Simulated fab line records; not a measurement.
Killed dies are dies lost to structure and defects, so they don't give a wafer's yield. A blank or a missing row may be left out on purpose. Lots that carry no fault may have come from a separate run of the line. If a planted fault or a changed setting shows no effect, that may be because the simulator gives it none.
fab line records | flow n5_finfet
[record] lots = 7 wafers = 18 last_day = 18
route steps=1938 shown MOL_CONTACT_COAG@574 BEOL_M4@1111
lots that met no fault: from a run of the same line without faults
start_h: start of the lot's first displayed wafer, in hours after the record's first day | wait_h: hours elapsed since this lot's preceding step | " same as the row above | L1.1+2: one row covering several wafers at once | - no value present, or no start provided | * or withheld: withheld | < > ~ a bound
route shown NAME@n: names a module that has steps shown in the file, with the first one's number in the route | usual: the fault-free wafers' mean and standard deviation | same: alike in all rows | chamber/n: place in a boat | sites: each site's reading | _std_site: standard deviation of those values | _edge_site: inner sites' mean taken away from outer sites' mean | radius_mm: for every site, how far away it sits from the centre of the wafer | mask NAME#n: copy n | behind: the last tool/chamber to shape the wafer | hold: why the lot went on hold/how many hours it stayed there/how the hold came to an end | device: names the non-switching transistor (n, p or np) | end of line: the tests these same wafers got at the end of their route | where a step has no rows: the recipe by itself | killed: not the wafer's yield, but the dies lost to structure and defects at the first sort | map: the dies of a wafer, with x for killed, . for not killed, _ for no die there
set.NAME: the setting as run; set.NAME@STEP: as run at that earlier step | model.NAME: the simulator's own value behind a step, which no gauge read
lots at selected steps of the route; one table per step, one row per wafer
services: a tool's chamber out of use, with start hour (start_h, from the record's first day; less than 0 if before it), hours out, and reason
[[steps]]
[step N5_MOL_CONTACT_COAG_OVL_MEAS_85]
[recipe] points_per_wafer = 522
[usual] VG_OVL = -0.3/0.69
// columns lot.wafer tool chamber start_h wait_h VG_OVL[nm]
L620.1 overlay-02 0 105.03 0.0 -0.4
L620.3 " 0 " " -0.3
L620.6 " 0 " " -1.0
L624.2 overlay-02 0 129.43 0.0 -0.9
L624.3 " 0 " " -0.6
L627.1 overlay-01 0 148.49 0.0 -1.4
L627.3 " 0 " " -0.6
L629.1 overlay-02 0 158.52 0.0 -0.3
L629.2 " 0 " " -1.6
L633.3 overlay-02 0 179.91 0.0 -1.4
L633.5 " 0 " " -0.3
L633.6 " 0 " " -0.7
L641.4 overlay-02 0 228.10 0.0 -0.7
L641.5 " 0 " " -0.1
L641.6 " 0 " " 0.9
L642.3 overlay-01 0 236.76 0.0 -0.3
L642.4 " 0 " " -0.2
L642.6 " 0 " " -0.9
[step N5_MOL_CONTACT_COAG_INSPECT_57]
[recipe] mode = adi inspect_instrument = brightfield
[usual] raw_defect_count = 184/49
// columns lot.wafer tool chamber start_h wait_h raw_defect_count
L620.1 defect_inspect-02 - 105.09 0.1 229
L620.3 " - " " 241
L620.6 " - " " 249
L624.2 defect_inspect-01 - 129.49 0.0 166
L624.3 " - " " 217
L627.1 defect_inspect-02 - 148.55 0.1 159
L627.3 " - " " 170
L629.1 defect_inspect-02 - 158.58 0.1 195
L629.2 " - " " 196
L633.3 defect_inspect-01 - 179.96 0.0 156
L633.5 " - " " 135
L633.6 " - " " 174
L641.4 defect_inspect-01 - 228.15 0.0 164
L641.5 " - " " 112
L641.6 " - " " 161
L642.3 defect_inspect-01 - 236.81 0.0 133
L642.4 " - " " 144
L642.6 " - " " 158
[step N5_MOL_CONTACT_COAG_DESCUM_88]
[recipe] chemistry = O2 time_s = 7 source_power_w = 50 bias_power_w = 20 pressure_mtorr = 20 rf_frequency_hz = 2.712e+07 temp_c = 40 resist = CAR-EUV o2_flow_sccm = 225
[usual] bias_power_w = 20.00/0.069 chamber_pressure_mTorr = 19.996/0.022 drypump_motor_current_A = 5.7/0.44 o2_flow_sccm = 225.0/0.72 oes_product_au = 0.79/0.092 rf_vpp_V = 243.0/1.7 showerhead_plenum_p_Torr = 2.09/0.096 throttle_valve_pct = 20.50/0.21
// columns lot.wafer tool chamber start_h wait_h bias_power_w chamber_pressure_mTorr drypump_motor_current_A o2_flow_sccm oes_product_au rf_hours_counter_h rf_vpp_V showerhead_plenum_p_Torr throttle_valve_pct
L620.1 rie_diel-06 3 105.12 0.0 19.98 20.034 6.4 225.0 0.97 8 243.7 2.05 20.13
L620.3 " 2 " " 20.08 20.003 5.9 224.6 0.71 184 243.5 2.08 20.55
L620.6 " 1 " " 19.92 20.000 6.3 224.9 0.69 - 241.2 1.98 20.87
L624.2 rie_diel-01 0 129.54 0.1 20.04 20.022 5.0 224.1 0.71 209 241.8 1.98 20.42
L624.3 " 2 " " 20.08 19.971 4.9 225.1 0.75 161 238.9 1.92 20.62
L627.1 rie_diel-01 1 148.78 0.2 19.86 19.992 5.3 225.3 0.80 118 242.3 2.03 20.67
L627.3 " 0 " " 20.04 19.986 5.0 224.5 0.69 217 242.1 1.98 20.43
L629.1 rie_diel-01 2 159.00 0.4 20.01 19.999 4.9 226.2 0.73 175 241.4 1.92 20.64
L629.2 " 1 " " 20.06 20.015 5.3 225.2 0.79 124 240.8 2.02 20.66
L633.3 rie_diel-06 2 180.74 0.8 19.98 20.007 5.9 226.5 0.69 210 244.1 2.07 20.60
L633.5 " 3 " " 19.98 19.971 6.3 225.5 0.90 - 243.4 2.04 20.16
L633.6 " 2 " " 20.04 19.981 5.9 224.5 0.69 - 240.5 2.07 20.57
L641.4 rie_diel-06 2 228.21 0.1 19.98 19.996 5.9 223.7 0.68 225 242.1 2.06 20.62
L641.5 " 2 " " 19.98 20.009 5.9 224.3 0.68 - 242.4 2.06 20.62
L641.6 " 1 " " 20.12 20.011 6.3 225.1 0.92 - 244.8 2.24 20.59
L642.3 rie_diel-06 1 237.12 0.3 20.15 20.032 6.3 225.4 0.90 24 245.5 2.23 20.60
L642.4 " 0 " " 19.99 19.989 5.6 225.5 0.80 93 244.3 2.20 20.34
L642.6 " 3 " " 20.05 19.991 6.3 224.9 0.87 - 242.5 2.03 20.20
[step N5_MOL_CONTACT_COAG_ETCH_89]
[recipe] chemistry = N2/H2 target = underlayer target_depth_a = 130 mask_material = CAR-EUV time_s = 10.4 ion_energy_ev = 200 pressure_mtorr = 30 source_w = 840 bias_w = 150 n2_flow_sccm = 200 h2_flow_sccm = 200 ends = cleared
[step N5_MOL_CONTACT_COAG_ETCH_90]
[recipe] chemistry = CF4 target = SiARC target_depth_a = 130 mask_material = CAR-EUV time_s = 21.7 ion_energy_ev = 80 pressure_mtorr = 40 source_w = 545 bias_w = 36 Ar_flow_sccm = 100 cf4_flow_sccm = 100 ends = cleared
[usual] chamber_pressure_mTorr = 40.00/0.034 drypump_motor_current_A = 5.7/0.44 etch_rf_on_time_s = 21.79/0.29 oes_product_au = 0.68/0.076 rf_vpp_V = 183.9/1.4 showerhead_plenum_p_Torr = 2.14/0.093 throttle_valve_pct = 15.69/0.19
// columns lot.wafer tool chamber start_h wait_h chamber_pressure_mTorr drypump_motor_current_A etch_rf_on_time_s oes_product_au rf_hours_counter_h rf_vpp_V showerhead_plenum_p_Torr throttle_valve_pct
L620.1 rie_diel-06 3 105.18 0.0 40.01 6.3 21.66 0.83 8 181.8 2.11 15.34
L620.3 " 2 " " 39.96 5.9 21.78 0.60 184 182.4 2.13 15.78
L620.6 " 1 " " 40.04 6.4 22.02 0.59 - 182.5 2.03 16.05
L624.2 rie_diel-01 0 129.59 0.0 39.98 5.0 21.91 0.61 209 182.6 2.03 15.66
L624.3 " 2 " " 40.00 4.9 21.40 0.64 161 182.4 1.98 15.81
L627.1 rie_diel-01 1 148.84 0.0 40.01 5.3 22.24 0.67 118 183.6 2.07 15.75
L627.3 " 0 " " 40.02 5.0 21.96 0.60 217 183.5 2.03 15.68
L629.1 rie_diel-01 2 159.05 0.0 39.98 4.9 21.71 0.63 175 180.1 1.98 15.85
L629.2 " 1 " " 40.00 5.3 22.23 0.66 124 183.2 2.07 15.79
L633.3 rie_diel-06 2 180.79 0.0 39.93 5.9 21.69 0.59 210 185.2 2.12 15.82
L633.5 " 3 " " 39.98 6.3 21.78 0.76 - 183.1 2.10 15.40
L633.6 " 2 " " 40.02 5.9 21.57 0.59 - 183.6 2.12 15.82
L641.4 rie_diel-06 2 228.27 0.0 40.01 5.9 21.43 0.58 225 183.4 2.12 15.84
L641.5 " 2 " " 40.00 5.9 21.25 0.59 - 185.1 2.12 15.86
L641.6 " 1 " " 40.06 6.3 21.32 0.80 - 186.6 2.27 15.64
L642.3 rie_diel-06 1 237.17 0.0 39.95 6.3 21.98 0.78 24 185.8 2.27 15.64
L642.4 " 0 " " 40.00 5.6 22.23 0.68 93 186.2 2.25 15.58
L642.6 " 3 " " 40.01 6.3 22.09 0.74 - 181.8 2.09 15.42
[step N5_MOL_CONTACT_COAG_ALD_131]
[recipe] material = SiO2 target_thk_a = 50 temp_c = 100 ald_precursor_family = BDEAS ald_co_reactant = O2-plasma pulse_time_s = 1 co_reactant_pulse_time_s = 1 purge_time_s = 2 co_reactant_purge_time_s = 2 ald_cycles = 35 pressure_torr = 2
[usual] heater_power_w = 83/5.8 precursor_pulse_height_rel = 0.999/0.018 susceptor_temp_C = 100.01/0.14
// columns lot.wafer tool chamber start_h wait_h heater_power_w precursor_pulse_height_rel susceptor_temp_C
L620.1 ald_sin-02 2 105.26 0.1 75 1.016 100.06
L620.3 " 0 " " 87 0.989 99.96
L620.6 " 3 " " 81 0.977 100.04
L624.2 ald_sin-03 3 129.67 0.1 80 0.969 100.07
L624.3 " 2 " " 81 0.973 99.91
L627.1 ald_sin-04 2 148.92 0.1 89 1.010 100.02
L627.3 " 1 " " 89 1.041 100.24
L629.1 ald_sin-03 3 159.13 0.1 81 0.983 100.22
L629.2 " 2 " " 82 1.016 100.07
L633.3 ald_sin-03 2 180.87 0.1 83 0.982 100.06
L633.5 " 0 " " 76 0.974 100.02
L633.6 " 1 " " 75 0.989 100.14
L641.4 ald_sin-03 1 228.43 0.1 77 0.979 100.12
L641.5 " 0 " " 77 1.014 99.95
L641.6 " 2 " " 81 0.988 99.96
L642.3 ald_sin-02 2 237.25 0.1 74 1.032 99.82
L642.4 " 3 " " 85 0.981 100.24
L642.6 " 0 " " 88 1.018 99.97
[step N5_MOL_CONTACT_COAG_ETCHBACK_132]
[recipe] chemistry = CHF3 target = SiO2 target_depth_a = 100 time_s = 6.7 ion_energy_ev = 200 pressure_mtorr = 30 source_w = 610 bias_w = 170 Ar_flow_sccm = 200 CHF3_flow_sccm = 50
[step N5_MOL_CONTACT_COAG_ETCH_91]
[recipe] chemistry = N2/H2 target = SOC target_depth_a = 600 overetch_a = 210 mask_material = SiARC temp_c = 40 time_s = 101.2 ion_energy_ev = 200 pressure_mtorr = 30 source_w = 840 bias_w = 150 n2_flow_sccm = 200 h2_flow_sccm = 200
[usual] chamber_pressure_mTorr = 30.002/0.028 drypump_motor_current_A = 5.6/0.38 oes_product_au = 0.66/0.061 rf_vpp_V = 524/3.2 showerhead_plenum_p_Torr = 2.56/0.11 throttle_valve_pct = 17.92/0.19
// columns lot.wafer tool chamber start_h wait_h chamber_pressure_mTorr drypump_motor_current_A oes_product_au rf_hours_counter_h rf_vpp_V showerhead_plenum_p_Torr throttle_valve_pct
L620.1 rie_diel-02 0 105.47 0.0 29.976 5.9 0.69 100 529 2.67 17.97
L620.3 " 1 " " 30.023 5.4 0.70 65 527 2.70 18.05
L620.6 " 3 " " 29.978 5.7 0.64 - 523 2.53 17.65
L624.2 rie_diel-02 2 129.89 0.0 30.069 5.4 0.59 222 523 2.51 18.00
L624.3 " 3 " " 30.011 5.7 0.63 177 524 2.53 17.67
L627.1 rie_diel-02 1 149.28 0.0 30.013 5.4 0.69 81 528 2.69 18.09
L627.3 " 0 " " 29.972 5.9 0.67 115 528 2.66 18.00
L629.1 rie_diel-02 1 159.45 0.0 29.992 5.4 0.70 84 527 2.69 18.09
L629.2 " 3 " " 30.006 5.8 0.63 188 523 2.53 17.67
L633.3 rie_diel-01 1 181.11 0.0 29.956 5.3 0.66 130 523 2.45 18.05
L633.5 " 3 " " 30.019 5.6 0.78 - 525 2.60 17.74
L633.6 " 2 " " 29.932 4.9 0.62 - 518 2.33 18.06
L641.4 rie_diel-02 2 228.56 0.0 30.002 5.4 0.57 247 523 2.50 18.05
L641.5 " 0 " " 29.988 5.9 0.65 - 527 2.65 18.05
L641.6 " 1 " " 30.032 5.4 0.66 - 527 2.68 18.15
L642.3 rie_diel-06 3 237.55 0.0 30.034 6.3 0.72 55 523 2.48 17.60
L642.4 " 2 " " 30.006 5.9 0.56 229 524 2.52 18.15
L642.6 " 3 " " 30.012 6.3 0.73 - 521 2.48 17.62
[step N5_MOL_CONTACT_COAG_STRIP_92]
[recipe] chemistry = N2/H2 temp_c = 40 n2_flow_sccm = 200 h2_flow_sccm = 200 rf_frequency_hz = 6e+07
[step N5_MOL_CONTACT_COAG_STRIP_93]
[recipe] chemistry = N2/H2 temp_c = 40 n2_flow_sccm = 200 h2_flow_sccm = 200 rf_frequency_hz = 6e+07
[step N5_MOL_CONTACT_COAG_ETCHBACK_135]
[recipe] chemistry = CHF3 target = SiO2 target_depth_a = 250 time_s = 16.7 ion_energy_ev = 200 pressure_mtorr = 30 source_w = 610 bias_w = 170 Ar_flow_sccm = 200 CHF3_flow_sccm = 50
[step N5_MOL_CONTACT_COAG_STRIP_118]
[recipe] chemistry = CHF3 resist = SiARC rf_frequency_hz = 6e+07
[step N5_MOL_CONTACT_COAG_VIA_ETCH_46]
[recipe] chemistry = C4F6/O2 target_depth_a = 460 overetch_a = 92 mask_material = SOC target = SiO2 bias_w = 455 pressure_mtorr = 10 time_s = 40 source_w = 325 Ar_flow_sccm = 300 C4F6_flow_sccm = 10 O2_flow_sccm = 10 ion_energy_ev = 575.3 ends = end_point
[usual] chamber_pressure_mTorr = 10.000/0.0087 drypump_motor_current_A = 5.6/0.38 oes_product_au = 0.70/0.064 rf_vpp_V = 1588/11 showerhead_plenum_p_Torr = 2.86/0.12 throttle_valve_pct = 41.00/0.26
// columns lot.wafer tool chamber start_h wait_h chamber_pressure_mTorr drypump_motor_current_A oes_product_au rf_hours_counter_h rf_vpp_V showerhead_plenum_p_Torr throttle_valve_pct model.SOC_of_MOL_CONTACT_COAG_COAT_75.thk_nm
L620.1 rie_diel-02 0 105.60 0.0 9.994 5.9 0.72 100 1601 2.98 41.29 50.6
L620.3 " 1 " " 10.008 5.4 0.75 65 1588 2.99 41.04 50.8
L620.6 " 3 " " 9.999 5.7 0.68 - 1583 2.83 40.51 50.8
L624.2 rie_diel-02 2 130.01 0.0 10.004 5.4 0.62 222 1602 2.80 41.11 47.2
L624.3 " 3 " " 10.003 5.8 0.67 177 1583 2.82 40.49 50.6
L627.1 rie_diel-02 1 149.40 0.0 10.003 5.4 0.73 81 1588 2.99 41.07 47
L627.3 " 0 " " 9.989 5.9 0.71 115 1598 2.97 41.30 50.6
L629.1 rie_diel-02 1 159.57 0.0 10.005 5.4 0.72 85 1588 2.99 41.08 47.2
L629.2 " 3 " " 10.001 5.7 0.67 188 1583 2.82 40.53 47
L633.3 rie_diel-01 1 181.23 0.0 10.009 5.3 0.70 130 1569 2.74 41.06 50.8
L633.5 " 3 " " 10.001 5.6 0.83 - 1586 2.91 41.02 51
L633.6 " 2 " " 9.997 4.9 0.66 - 1568 2.62 41.28 50.8
L641.4 rie_diel-02 2 228.69 0.0 9.990 5.4 0.62 247 1602 2.79 41.10 50.6
L641.5 " 0 " " 10.001 5.9 0.70 - 1600 2.96 41.32 50.4
L641.6 " 1 " " 10.009 5.4 0.69 - 1588 2.97 41.08 50.8
L642.3 rie_diel-06 3 237.68 0.0 9.994 6.3 0.77 55 1600 2.78 40.88 50.4
L642.4 " 2 " " 9.998 5.9 0.61 229 1586 2.82 41.30 50.6
L642.6 " 3 " " 9.993 6.3 0.78 - 1601 2.78 40.86 50.8
[step N5_MOL_CONTACT_COAG_STRIP_96]
[recipe] chemistry = N2/H2 power_w = 500 temp_c = 40 pressure_mtorr = 50 rf_frequency_hz = 6e+07 overash_fraction = 0.3 bias_power_w = 28 h2_frac = 0.5 n2_flow_sccm = 300 h2_flow_sccm = 300
[usual] bias_power_w = 27.99/0.078 chamber_pressure_mTorr = 50.00/0.067 drypump_motor_current_A = 5.6/0.38 oes_product_au = 0.79/0.076 rf_vpp_V = 122.0/1.3 showerhead_plenum_p_Torr = 3.38/0.14 throttle_valve_pct = 19.04/0.21
// columns lot.wafer tool chamber start_h wait_h bias_power_w chamber_pressure_mTorr drypump_motor_current_A oes_product_au rf_hours_counter_h rf_vpp_V showerhead_plenum_p_Torr throttle_valve_pct
L620.1 rie_diel-02 0 105.66 0.0 27.93 50.04 5.9 0.82 100 123.2 3.52 18.91
L620.3 " 1 " " 27.97 49.98 5.4 0.83 65 123.1 3.55 19.17
L620.6 " 3 " " 28.10 49.95 5.7 0.77 - 120.8 3.35 18.87
L624.2 rie_diel-02 2 130.08 0.0 28.00 49.98 5.4 0.68 222 122.1 3.32 19.10
L624.3 " 3 " " 27.97 49.92 5.7 0.75 178 122.6 3.34 18.89
L627.1 rie_diel-02 1 149.47 0.0 27.99 49.98 5.4 0.82 81 123.0 3.55 19.21
L627.3 " 0 " " 27.97 49.93 5.9 0.80 115 121.8 3.51 18.93
L629.1 rie_diel-02 1 159.64 0.0 27.94 50.04 5.4 0.82 85 122.1 3.54 19.20
L629.2 " 3 " " 28.06 50.01 5.7 0.73 188 122.3 3.34 18.88
L633.3 rie_diel-01 1 181.30 0.0 27.98 50.02 5.3 0.78 130 120.2 3.24 19.30
L633.5 " 3 " " 28.14 49.86 5.6 0.94 - 121.7 3.44 18.83
L633.6 " 2 " " 28.05 50.07 4.9 0.72 - 120.3 3.09 19.26
L641.4 rie_diel-02 2 228.75 0.0 27.95 49.83 5.4 0.68 247 120.1 3.30 19.15
L641.5 " 0 " " 28.03 50.10 5.9 0.78 - 123.3 3.50 18.99
L641.6 " 1 " " 28.07 49.94 5.4 0.79 - 123.5 3.53 19.25
L642.3 rie_diel-06 3 237.74 0.0 27.89 49.95 6.3 0.87 55 123.0 3.27 18.62
L642.4 " 2 " " 27.91 49.96 5.9 0.68 229 122.3 3.33 19.36
L642.6 " 3 " " 28.09 50.05 6.4 0.87 - 120.6 3.27 18.62
[step N5_BEOL_M4_RC_MEAS_101]
[usual] DIBL_N = 36.4/1.5 DIBL_P = 35.8/1.7 IOFF_N = 0.154/0.022 IOFF_P = 0.21/0.031 ION_N = 672/8.8 ION_P = 462/7.2 SS_N = 71.5/0.53 SS_P = 73.2/0.62 VT_N = 250.4/2.5 VT_P = -250/3.5
// columns lot.wafer tool chamber start_h wait_h DIBL_N[mV/V] DIBL_P[mV/V] IOFF_N[nA/um] IOFF_P[nA/um] ION_N[uA/um] ION_P[uA/um] SS_N[mV/dec] SS_P[mV/dec] VT_N[mV] VT_P[mV]
L620.1 prober-01 0 171.00 0.0 39.1 38.6 0.185 0.27 675 468 72.0 73.6 247.0 -246
L620.3 " 0 " " 38.7 37.9 0.183 0.26 676 466 71.2 74.0 249.4 -248
L620.6 " 0 " " 39.5 38.2 0.185 0.26 678 466 71.5 73.6 247.9 -243
L624.2 prober-02 0 205.52 0.2 33.6 32.8 0.124 0.20 673 475 70.7 72.4 251.4 -246
L624.3 " 0 " " 34.8 34.0 0.140 0.21 662 461 71.3 73.2 252.0 -248
L629.1 prober-01 0 243.75 0.0 36.4 35.4 0.153 0.22 670 463 70.9 72.9 247.6 -246
L629.2 " 0 " " 35.0 34.5 0.131 0.20 667 460 70.7 72.4 250.2 -250
L627.1 prober-01 0 247.20 0.3 35.6 36.0 0.133 0.20 662 460 70.8 72.4 251.3 -251
L627.3 " 0 " " 36.6 36.6 0.144 0.21 660 456 71.2 72.2 253.3 -249
L633.3 prober-01 0 267.79 0.3 35.9 35.8 0.151 0.18 673 457 72.1 73.4 249.7 -253
L633.5 " 0 " " 36.6 36.3 0.167 0.19 676 457 71.8 74.0 248.8 -251
L633.6 " 0 " " 35.6 35.0 0.146 0.17 662 447 71.4 73.0 251.6 -258
L641.4 prober-01 0 301.30 0.5 37.2 36.3 0.176 0.25 689 473 71.9 74.3 248.4 -246
L641.5 " 0 " " 36.9 34.8 0.156 0.22 667 459 72.1 72.9 252.1 -247
L641.6 " 0 " " 36.4 35.2 0.161 0.23 678 467 71.9 72.9 250.2 -249
L642.3 prober-02 0 322.91 0.3 34.8 33.2 0.115 0.17 662 454 70.1 72.4 254.0 -251
L642.4 " 0 " " 34.5 33.1 0.119 0.17 668 463 70.5 72.8 251.2 -253
L642.6 " 0 " " 35.1 33.4 0.122 0.17 657 461 70.2 72.3 253.7 -251
[[services]]
// columns tool chamber start_h hours kind
ald_sin-02 - 85.58 14.0 pm
ald_sin-02 0 85.58 14.0 vent_cycle
ald_sin-02 1 85.58 14.0 vent_cycle
rie_diel-02 2 95.57 12.9 repair
rie_diel-01 3 126.25 - clean
rie_diel-01 3 126.25 - consumable_replace:focus_ring
rie_diel-01 3 126.25 31.0 scheduled_down
rie_diel-01 3 126.25 31.0 vent_cycle
rie_diel-06 1 152.17 - clean
rie_diel-06 1 152.17 - consumable_replace:focus_ring
rie_diel-06 1 152.17 - consumable_replace:showerhead
rie_diel-06 1 152.17 15.1 scheduled_down
rie_diel-06 1 152.17 15.1 vent_cycle
rie_diel-02 2 170.33 32.7 repair
rie_diel-01 1 192.44 4.1 repair
ald_sin-02 - 194.93 14.6 pm
ald_sin-04 - 198.23 0.9 repair
ald_sin-04 - 199.45 0.7 repair
ald_sin-04 - 206.46 6.1 pm
rie_diel-01 0 237.25 - clean
rie_diel-01 0 237.25 - consumable_replace:focus_ring
rie_diel-01 0 237.25 - consumable_replace:showerhead
rie_diel-01 0 237.25 20.1 scheduled_down
rie_diel-01 0 237.25 20.1 vent_cycle
[[key]]
first_sign none at tools or gauges
[model_effect] step = N5_MOL_CONTACT_COAG_VIA_ETCH_46 value = SOC_of_MOL_CONTACT_COAG_COAT_75.thk_nm without = 51.1 struck = 47.1
met_at N5_MOL_CONTACT_COAG_VIA_ETCH_46
struck_wafers L624.2,L627.1,L629.1,L629.2
onset_between 105.60 130.01
[fault] kind = process_parameter_drift tool = rie_diel-02 chamber = - onset_h = 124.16 steps = N5_MOL_CONTACT_COAG_VIA_ETCH_46 channel = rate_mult offset = 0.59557 shape = step end_h = 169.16 scope = struck_wafers_only
